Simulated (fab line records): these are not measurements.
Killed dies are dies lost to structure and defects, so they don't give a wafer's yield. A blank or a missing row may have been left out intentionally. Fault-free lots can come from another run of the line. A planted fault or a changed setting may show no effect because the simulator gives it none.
fab line records	flow n5_finfet
[record] lots = 5	wafers = 15	last_day = 18
route steps=1938 shown HKMG_FIN@450 BEOL_M4@1111 PASSIVATION@1936
lots with no fault: from the same line, run without faults
start_h: the number of hours between the record's first day and the start of the first shown wafer of the lot	wait_h: hours from the lot's prior step to this one	" the same as in the row above	L1.1+2: several wafers, shown together as one row	- no value, or no start given	* or withheld: withheld	< > ~ a bound
route shown NAME@n: NAME is a module with steps in the file, n the number in the route of the first one	usual: mean and standard deviation over wafers with no fault	same: alike in all rows	chamber/n: place in a boat	sites: per-site readings	_std_site: how widely they spread, as a standard deviation	_edge_site: the outer-site mean with the inner-site mean subtracted	radius_mm: how far each site lies from the wafer's centre	mask NAME#n: copy n	behind: the last tool/chamber to shape the wafer	hold: why the lot went on hold/how many hours it stayed there/how the hold came to an end	device: the transistor (n, p or np) that didn't switch	end of line: the same wafers' tests at the end of the route	for a step that has no rows: nothing shown but its recipe	killed: count of dies lost to structure and defects at first sort (not the wafer's yield)	map: a wafer's dies, marking killed ones x, the rest . and places with no die _
set.NAME: the setting that was run; set.NAME@STEP: the one run at that earlier step	model.NAME: the simulator's own value behind a step, which no gauge read
a table for each step, a row for each wafer; lots at some steps of the route
services: the hour from which a tool's chamber was out of use, counted from the record's first day as start_h (under 0 if before that day), plus the number of hours and why
[[steps]]
[step N5_HKMG_FIN_COAT_66]
[recipe] resist = SOC	temp_c = 250	time_s = 60	spin_rpm = 1500	resist_thk_nm = 300
[step N5_HKMG_FIN_ETCH_67]
[recipe] chemistry = N2/H2	target = SOC	target_depth_a = 3889	stop_on = TiN	ion_energy_ev = 100	bias_w = 61	pressure_mtorr = 30	source_w = 850	n2_flow_sccm = 200	h2_flow_sccm = 200
[step N5_HKMG_FIN_STRIP_90]
[recipe] chemistry = N2/H2	material = SOC	time_s = 20	power_w = 500	temp_c = 40	pressure_mtorr = 50	rf_frequency_hz = 6e+07	bias_power_w = 8	h2_frac = 0.5	n2_flow_sccm = 300	h2_flow_sccm = 300
[usual] drypump_motor_current_A = 5.7/0.31	oes_product_au = 0.83/0.099	rf_vpp_V = 54.2/0.88	showerhead_plenum_p_Torr = 3.35/0.11	throttle_valve_pct = 19.0/0.39
lot.wafer	tool	chamber	start_h	wait_h	drypump_motor_current_A	oes_product_au	rf_hours_counter_h	rf_vpp_V	showerhead_plenum_p_Torr	throttle_valve_pct
L438.3	rie_diel-01	0	116.51	0.0	6.2	0.84	95	54.1	3.37	18.9
L438.4	"	3	"	"	5.1	0.68	239	53.7	3.17	19.1
L438.5	"	1	"	"	5.9	0.82	-	54.3	3.52	18.6
L444.3	rie_diel-01	0	159.37	0.0	6.2	0.82	114	55.0	3.36	18.9
L444.4	"	1	"	"	6.0	0.79	-	55.0	3.51	18.6
L444.6	"	2	"	"	6.2	1.02	-	54.2	3.42	18.8
L451.1	rie_diel-03	1	194.27	0.0	5.4	0.71	222	54.3	3.15	18.9
L451.2	"	0	"	"	5.6	0.71	201	55.1	3.45	19.4
L451.6	"	2	"	"	5.7	0.76	-	54.7	3.22	19.4
L452.1	rie_diel-05	1	203.01	0.0	5.9	0.87	52	54.2	3.39	18.2
L452.2	"	3	"	"	5.3	0.94	15	54.1	3.28	19.1
L452.3	"	2	"	"	5.9	0.94	26	52.8	3.32	19.9
L455.2	rie_diel-05	0	219.18	0.0	5.8	0.74	195	54.6	3.33	19.0
L455.3	"	2	"	"	5.9	0.95	31	53.1	3.31	19.9
L455.6	"	0	"	"	5.8	0.74	-	55.1	3.33	19.0
[step N5_HKMG_FIN_WET_ETCH_73]
[recipe] chemistry = SC1	mix = 1:2:40	temp_c = 50	time_s = 42.3	target_depth_nm = 1.3	dry = ipa_marangoni	rinse_time_s = 30	rinse_temp_c = 23
[step N5_HKMG_FIN_ETCHBACK_68]
[recipe] chemistry = Cl2/Ar	stop_on = HfO2	target_depth_a = 5	pressure_mtorr = 10	icp_w = 600	bias_w = 60	Cl2_flow_sccm = 40	Ar_flow_sccm = 60
[usual] drypump_motor_current_A = 5.6/0.49	oes_product_au = 0.73/0.1	throttle_valve_pct = 20.74/0.26
lot.wafer	tool	chamber	start_h	wait_h	drypump_motor_current_A	oes_product_au	rf_hours_counter_h	throttle_valve_pct
L438.3	rie_metal-03	0	116.71	0.1	4.7	0.73	-	20.65
L438.4	"	1	"	"	5.8	0.64	-	20.48
L438.5	"	0	"	"	4.7	0.73	-	20.65
L444.3	rie_metal-03	0	159.57	0.1	4.7	0.73	-	20.65
L444.4	"	1	"	"	5.8	0.63	-	20.51
L444.6	"	1	"	"	5.8	0.64	-	20.50
L451.1	rie_metal-01	1	194.43	0.0	5.9	0.80	26	20.75
L451.2	"	1	"	"	5.9	0.81	-	20.76
L451.6	"	1	"	"	5.9	0.81	-	20.76
L452.1	rie_metal-02	0	203.20	0.0	5.7	0.63	108	21.29
L452.2	"	1	"	"	5.4	0.87	15	20.46
L452.3	"	0	"	"	5.7	0.63	-	21.25
L455.2	rie_metal-02	0	219.34	0.0	5.7	0.62	110	21.28
L455.3	"	0	"	"	5.7	0.63	-	21.27
L455.6	"	0	"	"	5.7	0.62	-	21.27
[step N5_HKMG_FIN_STRIP_69]
[recipe] chemistry = N2/H2	power_w = 2500	temp_c = 300	h2_frac = 0.65	time_s = 360	pressure_mtorr = withheld	n2_flow_sccm = 1750	h2_flow_sccm = 3250
[usual] drypump_motor_current_A = 5.5/0.4	heater_power_w = 461/32
lot.wafer	tool	chamber	start_h	wait_h	drypump_motor_current_A	heater_power_w	rf_hours_counter_h
L438.3	plasma_asher-02	1	116.93	0.2	5.6	478	-
L438.4	"	0	"	"	5.5	465	-
L438.5	"	1	"	"	5.6	468	-
L444.3	plasma_asher-02	1	159.79	0.2	5.6	463	-
L444.4	"	0	"	"	5.5	475	-
L444.6	"	0	"	"	5.5	452	-
L451.1	plasma_asher-02	1	194.69	0.2	5.6	484	58
L451.2	"	0	"	"	5.5	460	58
L451.6	"	1	"	"	5.6	477	-
L452.1	plasma_asher-02	0	203.34	0.1	5.5	457	60
L452.2	"	1	"	"	5.6	484	60
L452.3	"	0	"	"	5.4	466	-
L455.2	plasma_asher-01	1	219.48	0.1	4.9	504	122
L455.3	"	0	"	"	6.2	404	-
L455.6	"	1	"	"	5.0	499	-
[step N5_HKMG_FIN_ALD_21]
[recipe] material = TiN	target_thk_a = 15	temp_c = 400	ald_precursor_family = TiCl4	ald_co_reactant = NH3	pulse_time_s = 1	purge_time_s = 3	co_reactant_purge_time_s = 2	co_reactant_pulse_time_s = 2	ald_cycles = 68	pressure_torr = 3
[usual] heater_power_w = 900/81	precursor_pulse_height_rel = 1.000/0.021
[same] pulse_time_s = 1
lot.wafer	tool	chamber	start_h	wait_h	heater_power_w	precursor_pulse_height_rel	since_wet_clean_h
L438.3	ald_metal-03	0	117.20	0.1	793	1.018	4396
L438.4	"	3	"	"	888	1.020	4396
L438.5	"	3	"	"	905	0.967	-
L444.3	ald_metal-03	3	160.06	0.1	876	1.002	4438
L444.4	"	1	"	"	1035	1.034	4438
L444.6	"	3	"	"	896	0.984	-
L451.1	ald_metal-04	3	195.07	0.3	842	0.981	6012
L451.2	"	2	"	"	992	1.001	6012
L451.6	"	0	"	"	886	0.980	-
L452.1	ald_metal-03	1	203.73	0.3	1027	0.997	4482
L452.2	"	3	"	"	864	1.006	4482
L452.3	"	0	"	"	794	1.004	4482
L455.2	ald_metal-03	1	219.86	0.3	1029	1.000	4498
L455.3	"	0	"	"	805	0.999	4498
L455.6	"	0	"	"	793	1.013	-
[step N5_HKMG_FIN_ALD_72]
[recipe] material = W	target_thk_a = 20	temp_c = 300	pressure_torr = 7.5	ald_precursor_family = WF6	ald_co_reactant = B2H6	pulse_time_s = 1	purge_time_s = 2	co_reactant_purge_time_s = 2	co_reactant_pulse_time_s = 3	ald_cycles = 7
[step N5_HKMG_FIN_W_FILL_22]
[recipe] material = W	target_thk_a = 600	temp_c = 400	pressure_torr = 39.4	time_s = 18.2
[step N5_HKMG_FIN_PRECLEAN_83]
[recipe] chemistry = DIW	time_s = 57.5	temp_c = 23
[step N5_HKMG_FIN_SRD_84]
[recipe] dry_time_s = 32	dry = n2_spin	spin_rpm = 1500
[step N5_HKMG_FIN_CMP_23]
[recipe] stop_on = SiNx	t_overpolish_s = 10	post_cmp_clean = rinse_only	down_force_psi = 4	platen_rpm = 50.289	pad_velocity_m_s = 1.0006	target_thk_nm = 46.326
[usual] head_pressure_psi = 4.000/0.0081	motor_current_A = 12.2/1.1	overpolish_run_s = 9.99/0.064	platen_rpm = 50.29/0.032	slurry_flow_ml_min = 149.9/0.48	time_to_endpoint_s = 11/3.8
lot.wafer	tool	chamber	start_h	wait_h	head_pressure_psi	motor_current_A	overpolish_run_s	platen_rpm	slurry_flow_ml_min	time_to_endpoint_s
L438.3	cmp-02	1	117.82	0.1	3.995	11.4	9.99	50.27	148.9	14
L438.4	"	2	"	"	4.002	13.1	9.99	50.27	150.1	9
L438.5	"	0	"	"	4.011	12.0	9.99	50.22	150.6	12
L444.3	cmp-02	0	160.67	0.1	4.005	11.4	10.00	50.30	150.2	15
L444.4	"	2	"	"	4.009	13.2	10.00	50.31	150.7	14
L444.6	"	0	"	"	4.008	11.6	10.01	50.29	149.9	15
L451.2	cmp-02	1	195.60	0.0	4.009	11.0	10.00	50.31	149.4	14
L451.1	"	0	"	"	4.006	11.2	9.99	50.26	150.3	16
L451.6	"	1	"	"	4.011	11.4	9.98	50.30	149.5	16
L452.1	cmp-04	2	204.26	0.0	4.009	12.8	10.00	50.25	149.6	18
L452.2	"	0	"	"	3.999	12.0	10.02	50.29	149.8	12
L452.3	"	1	"	"	3.993	13.2	10.01	50.30	150.0	13
L455.2	cmp-04	2	220.39	0.0	3.992	12.5	10.01	50.25	149.7	13
L455.3	"	3	"	"	4.003	11.4	10.02	50.34	150.4	7
L455.6	"	3	"	"	3.988	11.3	10.00	50.29	149.9	6
[step N5_HKMG_FIN_CMP_94]
[recipe] stop_on = SiNx	post_cmp_clean = w_dilute_nh4oh	t_overpolish_s = 4.7	down_force_psi = 4	platen_rpm = 50.289	pad_velocity_m_s = 1.0006	target_thk_nm = 43.299
[usual] head_pressure_psi = 3.998/0.0091	motor_current_A = 12.3/1.1	platen_rpm = 50.29/0.034	slurry_flow_ml_min = 149.9/0.48
lot.wafer	tool	chamber	start_h	wait_h	head_pressure_psi	motor_current_A	platen_rpm	slurry_flow_ml_min
L438.3	cmp-02	1	118.25	0.3	3.993	11.8	50.27	150.3
L438.4	"	2	"	"	3.994	13.1	50.31	149.9
L438.5	"	0	"	"	3.973	12.3	50.30	150.4
L444.3	cmp-02	0	161.10	0.3	4.002	11.3	50.33	150.7
L444.4	"	2	"	"	3.979	12.3	50.31	149.5
L444.6	"	0	"	"	4.011	11.6	50.28	149.8
L451.2	cmp-02	1	196.08	0.4	3.992	11.2	48.29	149.8
L451.1	"	0	"	"	4.000	12.0	50.31	149.4
L451.6	"	1	"	"	3.999	11.7	48.30	149.8
L452.1	cmp-04	2	204.74	0.4	4.006	13.2	50.29	149.7
L452.2	"	0	"	"	3.996	12.8	50.24	149.0
L452.3	"	1	"	"	4.015	12.9	50.29	149.7
L455.2	cmp-04	2	220.87	0.4	4.011	13.0	50.25	150.2
L455.3	"	3	"	"	4.007	11.3	50.27	149.8
L455.6	"	3	"	"	4.025	12.2	50.27	149.8
[step N5_BEOL_M4_RC_MEAS_101]
[usual] DIBL_N = 35.4/2.1	DIBL_P = 34.8/2.6	IOFF_N = 0.15/0.037	IOFF_P = 0.19/0.037	ION_N = 677/16	ION_P = 462/9.3	SS_N = 71.4/0.75	SS_P = 72.9/0.77	VT_N = 250/3.7	VT_P = -251/3.5
lot.wafer	tool	chamber	start_h	wait_h	DIBL_N[mV/V]	DIBL_P[mV/V]	IOFF_N[nA/um]	IOFF_P[nA/um]	ION_N[uA/um]	ION_P[uA/um]	SS_N[mV/dec]	SS_P[mV/dec]	VT_N[mV]	VT_P[mV]
L438.3	prober-01	0	203.27	0.8	36.7	35.9	0.16	0.18	679	456	71.4	73.5	249	-254
L438.4	"	0	"	"	36.7	36.0	0.17	0.19	693	467	72.0	72.7	248	-254
L438.5	"	0	"	"	33.3	31.7	0.11	0.13	660	448	70.5	72.2	255	-258
L444.3	prober-02	0	258.64	0.3	32.9	32.4	0.14	0.18	687	467	70.5	72.3	247	-249
L444.4	"	0	"	"	33.6	32.4	0.14	0.18	691	469	71.7	72.3	247	-252
L444.6	"	0	"	"	37.6	36.2	0.22	0.23	688	464	72.7	73.0	245	-248
L451.1	prober-01	0	286.34	0.0	35.6	35.4	0.15	0.19	678	460	72.1	72.7	250	-251
L451.2	"	0	"	"	34.9	35.1	0.15	0.18	677	463	71.4	72.9	250	-250
L451.6	"	0	"	"	34.7	34.9	0.14	0.19	680	466	71.5	73.0	248	-251
L452.1	prober-01	0	302.88	0.0	36.3	34.1	0.13	0.14	659	445	71.5	73.1	256	-257
L452.2	"	0	"	"	38.0	37.4	0.18	0.20	696	467	71.8	74.3	247	-252
L452.3	"	0	"	"	38.2	38.1	0.19	0.21	704	475	71.7	75.0	247	-253
L455.2	prober-02	0	326.19	0.2	36.8	37.0	0.18	0.19	703	462	72.1	73.5	248	-252
L455.3	"	0	"	"	34.6	36.3	0.15	0.20	689	468	71.3	72.6	247	-252
L455.6	"	0	"	"	33.5	32.9	0.12	0.15	680	463	71.7	72.2	251	-256
[step N5_PASSIVATION_PROBE_49]
[usual] defect_limited_yield = 90.5/1.7	killed_at_M0_to_M3 = 37/12	killed_at_M4_up = 14/5.2	killed_at_contacts = 12/5.9	killed_at_front_end = 45/14	killed_at_other = 3.5/2.8	killed_dies = 112/21	killed_open = 73/15	killed_short = 36/8.9	sort_bin_5_function = 5.6/1.2	sort_bin_6_memory = 3.5/0.68	sort_n_pass = 1068/21	sort_yield_pct = 90.5/1.8
[same] gross_dies = 1180	killed_at_back_side = 0	sort_bin_4_leakage[%] = 0	sort_bin_8_speed[%] = 0
lot.wafer	tool	chamber	start_h	wait_h	defect_limited_yield[%]	killed_at_M0_to_M3	killed_at_M4_up	killed_at_contacts	killed_at_front_end	killed_at_other	killed_dies	killed_open	killed_short	sort_bin_5_function[%]	sort_bin_6_memory[%]	sort_n_pass	sort_yield_pct[%]
L438.3	prober-02	-	324.37	0.1	90.7	52	15	11	29	3	110	69	40	4.8	4.2	1070	90.7
L438.4	prober-02	-	324.42	0.2	87.3	66	18	14	46	6	150	80	67	8.2	4.2	1030	87.3
L438.5	prober-02	-	324.47	0.2	89.0	61	14	23	30	2	130	93	34	6.1	4.6	1050	89.0
L444.6	prober-02	-	372.00	0.3	92.0	31	15	22	24	2	94	60	29	5.0	3.0	1086	92.0
L451.1	prober-02	-	396.43	0.0	88.7	68	13	13	35	4	133	76	55	6.4	4.4	1047	88.7
L451.2	prober-02	-	396.48	0.1	91.4	44	17	12	25	4	102	79	19	5.4	3.1	1078	91.4
L451.6	prober-02	-	396.68	0.3	89.7	39	15	6	54	7	121	75	43	6.0	3.7	1059	89.7
L452.1	prober-01	-	401.99	0.0	90.1	37	19	16	43	2	117	71	40	5.9	3.7	1063	90.1
L452.2	prober-01	-	402.04	0.1	91.9	30	13	18	34	1	96	62	28	4.8	3.1	1084	91.9
L452.3	prober-01	-	402.09	0.1	91.5	23	19	15	41	2	100	62	37	4.7	3.6	1080	91.5
L455.2	prober-01	-	438.10	0.1	92.5	38	13	6	26	6	89	63	26	3.7	3.4	1091	92.5
L455.3	prober-01	-	438.15	0.1	90.8	24	17	11	49	7	108	75	32	5.1	3.6	1072	90.8
L455.6	prober-01	-	438.30	0.3	90.3	48	21	12	34	0	115	72	40	4.8	4.5	1065	90.3
// killed by level:class
L438.3 BEOL_M3:geometric_particle:open=17 BEOL_M0_SAQP:geometric_particle:short=15 MOL_CONTACT_COAG:geometric_particle:open=9 FIN_SAQP:geometric_particle:open=5 BEOL_M0_SAQP:geometric_particle:open=5 BEOL_M4:geometric_particle:open=5 STARTING-WAFER:geometric_particle:short=5 BEOL_M2:geometric_particle:open=4
L438.4 BEOL_M0_SAQP:geometric_particle:short=19 BEOL_M0_SAQP:geometric_particle:open=14 MOL_CONTACT_COAG:geometric_particle:open=9 DUMMY_GATE:geometric_particle:open=9 BEOL_M2:geometric_particle:open=8 BEOL_M3:geometric_particle:short=8 FIN_SAQP:geometric_particle:open=6 BEOL_M1:geometric_particle:short=6
L438.5 BEOL_M0_SAQP:geometric_particle:open=22 MOL_CONTACT_COAG:geometric_particle:open=21 BEOL_M0_SAQP:geometric_particle:short=13 DUMMY_GATE:geometric_particle:open=9 BEOL_M3:geometric_particle:open=8 BEOL_M2:geometric_particle:open=7 BEOL_M4:geometric_particle:open=7 FIN_SAQP:geometric_particle:short=4
L444.6 MOL_CONTACT_COAG:geometric_particle:open=15 BEOL_M1:geometric_particle:open=6 BEOL_M4:geometric_particle:open=6 FIN_SAQP:geometric_particle:open=5 BEOL_M0_SAQP:geometric_particle:short=5 BEOL_M3:geometric_particle:open=5 STARTING-WAFER:geometric_particle:short=4 GATE_CUT:geometric_particle:open=3
L451.1 BEOL_M0_SAQP:geometric_particle:short=19 BEOL_M0_SAQP:geometric_particle:open=15 FIN_SAQP:geometric_particle:short=9 MOL_CONTACT_COAG:geometric_particle:open=8 BEOL_M0:geometric_particle:open=7 BEOL_M3:geometric_particle:open=7 STI_FIN_REVEAL:geometric_particle:open=6 BEOL_M1:geometric_particle:open=6
L451.2 BEOL_M3:geometric_particle:open=13 BEOL_M0_SAQP:geometric_particle:open=12 MOL_CONTACT_COAG:geometric_particle:open=10 BEOL_M4:geometric_particle:open=7 BEOL_M0_SAQP:geometric_particle:short=7 STI_FIN_REVEAL:geometric_particle:open=6 DUMMY_GATE:geometric_particle:open=6 BEOL_M1:geometric_particle:open=5
L451.6 STI_FIN_REVEAL:geometric_particle:open=14 BEOL_M0_SAQP:geometric_particle:short=13 FIN_SAQP:geometric_particle:open=11 FIN_SAQP:geometric_particle:short=8 MOL_CONTACT_COAG:geometric_particle:open=6 BEOL_M3:geometric_particle:open=6 BEOL_M1:geometric_particle:open=6 DUMMY_GATE:geometric_particle:open=5
L452.1 MOL_CONTACT_COAG:geometric_particle:open=14 BEOL_M1:geometric_particle:open=8 GATE_CUT:geometric_particle:short=7 BEOL_M0:geometric_particle:open=7 FIN_SAQP:geometric_particle:short=5 STI_FIN_REVEAL:geometric_particle:open=5 BEOL_M2:geometric_particle:open=5 BEOL_M3:geometric_particle:open=5
L452.2 BEOL_M3:geometric_particle:open=11 MOL_CONTACT_COAG:geometric_particle:open=10 MOL_CONTACT_COAG:geometric_particle:short=7 STARTING-WAFER:geometric_particle:short=6 FIN_SAQP:geometric_particle:short=5 BEOL_M0_SAQP:geometric_particle:open=5 BEOL_M1:geometric_particle:open=5 BEOL_M5:geometric_particle:open=5
L452.3 STI_FIN_REVEAL:geometric_particle:open=10 MOL_CONTACT_COAG:geometric_particle:open=10 FIN_SAQP:geometric_particle:open=7 GATE_CUT:geometric_particle:short=7 BEOL_M0:geometric_particle:open=6 MOL_CONTACT_COAG:geometric_particle:short=5 DUMMY_GATE:geometric_particle:open=4 BEOL_M0_SAQP:geometric_particle:short=4
L455.2 BEOL_M0:geometric_particle:open=8 BEOL_M2:geometric_particle:open=7 BEOL_M3:geometric_particle:open=6 STI_FIN_REVEAL:geometric_particle:open=5 MOL_CONTACT_COAG:geometric_particle:open=5 ILD0:geometric_particle:open=4 BEOL_M0_SAQP:geometric_particle:short=4 BEOL_M0_SAQP:geometric_particle:open=4
L455.3 STI_FIN_REVEAL:geometric_particle:open=12 MOL_CONTACT_COAG:geometric_particle:open=8 BEOL_M3:geometric_particle:open=8 BEOL_M4:geometric_particle:open=7 FIN_SAQP:geometric_particle:short=5 FIN_SAQP:geometric_particle:open=5 DUMMY_GATE:geometric_particle:open=5 BEOL_M0_SAQP:geometric_particle:open=5
L455.6 STI_FIN_REVEAL:geometric_particle:open=9 BEOL_M0_SAQP:geometric_particle:open=9 BEOL_M0:geometric_particle:open=9 BEOL_M4:geometric_particle:open=9 MOL_CONTACT_COAG:geometric_particle:open=8 BEOL_M1:geometric_particle:open=8 BEOL_M1:geometric_particle:short=7 FIN_SAQP:geometric_particle:short=6
[[services]]
tool	chamber	start_h	hours	kind
rie_diel-05	3	109.75	-	clean
rie_diel-05	3	109.75	-	consumable_replace:focus_ring
rie_diel-05	3	109.75	20.4	scheduled_down
rie_diel-05	3	109.75	20.4	vent_cycle
rie_metal-03	0	118.19	7.1	repair
ald_metal-04	0	122.42	2.0	repair
ald_metal-03	0	127.05	11.6	repair
rie_metal-01	-	128.06	0.1	repair
rie_diel-01	2	134.57	-	clean
rie_diel-01	2	134.57	-	consumable_replace:esc
rie_diel-01	2	134.57	-	consumable_replace:focus_ring
rie_diel-01	2	134.57	18.7	scheduled_down
rie_diel-01	2	134.57	18.7	vent_cycle
ald_metal-04	0	138.99	24.5	repair
ald_metal-04	3	140.65	11.8	repair
rie_diel-01	-	141.22	1.0	repair
rie_diel-05	-	143.37	14.6	pm
rie_diel-03	3	149.91	2.5	repair
rie_diel-01	3	153.44	-	clean
cmp-04	-	157.62	7.9	pm
rie_diel-05	-	180.40	15.6	pm
rie_metal-03	1	200.76	2.8	repair
ald_metal-04	-	202.39	0.8	repair
ald_metal-04	-	207.84	2.8	pm
[[key]]
[first_sign] step = N5_HKMG_FIN_CMP_94	reading = platen_rpm	direction = down	sigmas = 59	usual = 50.29	struck = 48.29
effect none on later readings
met_at N5_HKMG_FIN_CMP_94
struck_wafers L451.2,L451.6
onset_between 118.25 196.08
[fault] kind = process_parameter_drift	tool = cmp-02	chamber = 1	onset_h = 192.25	steps = N5_HKMG_FIN_CMP_94	channel = platen_rpm	offset = -2.0116	shape = step	end_h = 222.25	acts_in = these_recipes_only	stated = 50.289
